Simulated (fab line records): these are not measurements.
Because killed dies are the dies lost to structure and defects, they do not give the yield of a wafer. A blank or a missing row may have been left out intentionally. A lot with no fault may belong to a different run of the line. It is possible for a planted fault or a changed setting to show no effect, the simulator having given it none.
Matching of chambers / flow n5-finfet / 4 sister chambers for N5_HKMG_FIN_ALD_36 on ald-metal-03
The step deposits TiN, target thk 1 nm, pulse time 1 s, purge time 3 s. 4 wafers are shown with their chamber, then 9 later ones without.

== WAFERS PAIRED WITH THEIR CHAMBERS ==
wafer=L089.3; chamber=0; heater-power-w (W)=866
wafer=L089.4; chamber=3; heater-power-w (W)=690
wafer=L089.5; chamber=1; heater-power-w (W)=1031
wafer=L089.6; chamber=2; heater-power-w (W)=1017

== WAFERS WITH NO CHAMBER GIVEN ==
wafer=L093.1; heater-power-w (W)=1031
wafer=L093.2; heater-power-w (W)=872
wafer=L093.3; heater-power-w (W)=701
wafer=L093.4; heater-power-w (W)=1013
wafer=L093.5; heater-power-w (W)=991
wafer=L093.6; heater-power-w (W)=878
wafer=L095.4; heater-power-w (W)=1041
wafer=L095.5; heater-power-w (W)=688
wafer=L095.6; heater-power-w (W)=1016

== CHAMBER TAKEN BY EACH ==
wafer=L093.1; from the rows above=can't be placed: 1 or 2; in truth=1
wafer=L093.2; from the rows above=0; in truth=0
wafer=L093.3; from the rows above=3; in truth=3
wafer=L093.4; from the rows above=can't be placed: 2 or 1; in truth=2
wafer=L093.5; from the rows above=can't be placed: 2 or 1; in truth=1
wafer=L093.6; from the rows above=0; in truth=0
wafer=L095.4; from the rows above=can't be placed: 1 or 2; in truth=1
wafer=L095.5; from the rows above=3; in truth=3
wafer=L095.6; from the rows above=can't be placed: 2 or 1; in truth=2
Placed correctly: 4 of 9. From these rows, 5 cannot be placed; in 5 the true chamber is one of the candidates. Wrongly placed: 0.
How it was worked out, from the rows above alone: a wafer's distance from a chamber is the root of the sum, over the readings, of the square of ((its reading less the chamber's mean) divided by the reading's scatter). If the next closest chamber is less than 2 further off than the closest, the wafer can't be placed; otherwise it belongs to the closest. The mean given for a chamber averages the wafers shown for that chamber. The scatter: root of mean squared gap, hidden wafer to nearest shown wafer, with one shown wafer a chamber.
